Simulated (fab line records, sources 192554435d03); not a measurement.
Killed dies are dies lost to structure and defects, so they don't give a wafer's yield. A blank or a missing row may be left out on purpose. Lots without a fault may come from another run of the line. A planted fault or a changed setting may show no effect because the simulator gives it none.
Chamber matching | flow n5_finfet | N5_BEOL_M7_CMP_52 on cmp-03: 4 sister chambers
The step polishes, stops on SiCOH lowk, t overpolish 6.9 s, target thk 80 nm. 4 wafers are shown with their chamber, then 12 later ones without.

WAFERS WITH THEIR CHAMBER
wafer  | chamber | motor_current_A (A)
L085.6 | 1       | 6.2
L089.2 | 0       | 5.3
L091.1 | 3       | 7.7
L091.6 | 2       | 6.4

WAFERS WITHOUT THEIR CHAMBER
wafer  | motor_current_A (A)
L092.1 | 5.9
L092.2 | 6.3
L092.3 | 5.8
L094.1 | 5.8
L094.4 | 6.3
L094.6 | 6.6
L093.3 | 6.0
L093.4 | 7.8
L093.6 | 5.6
L096.1 | 6.0
L096.2 | 6.8
L096.5 | 6.4

WHICH CHAMBER EACH WENT THROUGH
wafer  | from the rows above          | in truth
L092.1 | can't be placed: 1 or 2 or 0 | 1
L092.2 | can't be placed: 1 or 2      | 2
L092.3 | can't be placed: 1 or 0 or 2 | 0
L094.1 | can't be placed: 1 or 0 or 2 | 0
L094.4 | can't be placed: 1 or 2      | 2
L094.6 | can't be placed: 2 or 1      | 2
L093.3 | can't be placed: 1 or 2 or 0 | 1
L093.4 | 3                            | 3
L093.6 | can't be placed: 0 or 1 or 2 | 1
L096.1 | can't be placed: 1 or 2 or 0 | 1
L096.2 | can't be placed: 2 or 1 or 3 | 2
L096.5 | can't be placed: 2 or 1      | 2
Placed correctly: 1 of 12. Can't be placed from these rows: 11 (the true chamber is among the candidates in 11). Placed wrongly: 0.
How it was worked out, from the rows above alone: a wafer's distance from a chamber is the root of the sum, over the readings, of the square of ((its reading less the chamber's mean) divided by the reading's scatter). The wafer belongs to the nearest chamber; if the next one is less than 2 further off, it can't be placed. A chamber's mean is the mean of its shown wafers. The scatter: with one shown wafer a chamber, the root of the mean of the squares of how far each hidden wafer lies from its nearest shown one.
